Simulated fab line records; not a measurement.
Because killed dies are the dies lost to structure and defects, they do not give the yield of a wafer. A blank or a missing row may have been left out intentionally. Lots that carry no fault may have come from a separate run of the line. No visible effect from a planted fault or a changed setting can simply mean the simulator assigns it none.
Matching of chambers	flow n5Finfet	N5_BEOL_M10_ALD_74 on aldMetal-02: 4 sister chambers
The step deposits TaN, target thk 2 nm, pulse time 2 s, purge time 3 s. 14 wafers are shown with their chamber, then 7 later ones without.

== WAFERS, EACH WITH ITS CHAMBER ==
wafer	chamber	heaterPowerW (W)	heaterPowerOuterW (W)
L643.2	0	404	198
L643.3	3	436	245
L643.5	0	398	202
L644.2	1	384	197
L644.3	2	489	250
L644.6	2	478	250
L646.1	2	495	256
L646.3	0	405	203
L646.4	3	428	258
L647.1	2	475	246
L647.3	3	435	249
L647.6	2	493	250
L655.4	2	495	246
L655.5	3	436	248

SIGNATURES (means of the wafers above)
reading	chamber 0	chamber 1	chamber 2	chamber 3	scatter within a chamber
heaterPowerW	402.33	384.00	487.50	433.75	6.82
heaterPowerOuterW	201.00	197.00	249.67	250.00	4.19
Rule: for a wafer and a chamber, the distance is found by dividing, reading by reading, the gap between the wafer's reading and the chamber's mean by the reading's scatter, squaring, summing and taking the root. The wafer belongs to the nearest chamber; if the next one is less than 2 further off, it can't be placed. The scatter is the square root of a quotient: the sum, over the shown wafers, of each reading's squared deviation from its chamber's mean, divided by wafers minus chambers.

== WAFERS WITHOUT THEIR CHAMBER ==
wafer	heaterPowerW (W)	heaterPowerOuterW (W)
L655.6	408	202
L656.1	480	254
L656.4	434	253
L656.5	493	251
L659.3	404	197
L659.4	481	253
L659.5	388	206

== WHICH CHAMBER EACH ONE RAN IN ==
wafer	from the rows above	in truth
L655.6	0	0
L656.1	2	2
L656.4	3	3
L656.5	2	2
L659.3	can't be placed: 0 or 1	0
L659.4	2	2
L659.5	can't be placed: 1 or 0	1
Correct placement for 5 of the 7. Cannot be placed on the basis of these rows: 2; the candidates contain the true chamber in 2. Placed wrongly: 0.
